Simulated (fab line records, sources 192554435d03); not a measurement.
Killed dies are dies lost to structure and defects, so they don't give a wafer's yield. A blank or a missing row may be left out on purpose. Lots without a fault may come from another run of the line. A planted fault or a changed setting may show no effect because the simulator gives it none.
Chamber matching | flow n5_finfet | N5_SDB_ALD_29 on ald_sin-01: 4 sister chambers
The step deposits SiNx, target thk 30 nm, pulse time 1 s, ald cycles 600. 20 wafers are shown with their chamber, then 10 later ones without.

WAFERS WITH THEIR CHAMBER
wafer  | chamber | heater_power_w (W) | precursor_pulse_height_rel
L074.2 | 3       | 767                | 0.963
L074.5 | 0       | 1027               | 0.969
L074.6 | 1       | 855                | 1.020
L076.1 | 2       | 969                | 0.984
L076.2 | 3       | 734                | 0.969
L076.4 | 1       | 870                | 0.995
L083.1 | 3       | 754                | 0.986
L083.4 | 0       | 950                | 1.028
L083.6 | 1       | 823                | 0.999
L084.1 | 1       | 822                | 1.019
L084.2 | 0       | 986                | 1.007
L084.3 | 2       | 933                | 0.983
L084.4 | 3       | 755                | 0.985
L084.5 | 3       | 779                | 1.001
L084.6 | 0       | 986                | 0.980
L086.1 | 3       | 753                | 0.988
L086.4 | 0       | 967                | 0.992
L086.6 | 2       | 956                | 1.009
L087.2 | 3       | 737                | 1.010
L087.3 | 0       | 964                | 1.022

SIGNATURES (means of the wafers above)
reading                    | chamber 0 | chamber 1 | chamber 2 | chamber 3 | scatter within a chamber
heater_power_w             | 980.00    | 842.50    | 952.67    | 754.14    | 21.6
precursor_pulse_height_rel | 0.99967   | 1.00825   | 0.99200   | 0.98600   | 0.0182
Rule: a wafer's distance from a chamber is the root of the sum, over the readings, of the square of ((its reading less the chamber's mean) divided by the reading's scatter). The wafer belongs to the nearest chamber; if the next one is less than 2 further off, it can't be placed. The scatter: the root of (the sum of the squares of (reading less its chamber's mean) over the shown wafers, divided by (wafers less chambers)).

WAFERS WITHOUT THEIR CHAMBER
wafer  | heater_power_w (W) | precursor_pulse_height_rel
L087.5 | 962                | 0.977
L090.1 | 754                | 0.990
L090.4 | 956                | 1.026
L090.5 | 762                | 1.004
L091.1 | 839                | 1.017
L091.4 | 752                | 1.004
L091.6 | 824                | 0.994
L094.1 | 836                | 0.993
L094.4 | 975                | 1.019
L094.5 | 984                | 0.964

WHICH CHAMBER EACH WENT THROUGH
wafer  | from the rows above     | in truth
L087.5 | can't be placed: 2 or 0 | 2
L090.1 | 3                       | 3
L090.4 | can't be placed: 0 or 2 | 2
L090.5 | 3                       | 3
L091.1 | 1                       | 1
L091.4 | 3                       | 3
L091.6 | 1                       | 1
L094.1 | 1                       | 1
L094.4 | can't be placed: 0 or 2 | 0
L094.5 | can't be placed: 0 or 2 | 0
Placed correctly: 6 of 10. Can't be placed from these rows: 4 (the true chamber is among the candidates in 4). Placed wrongly: 0.
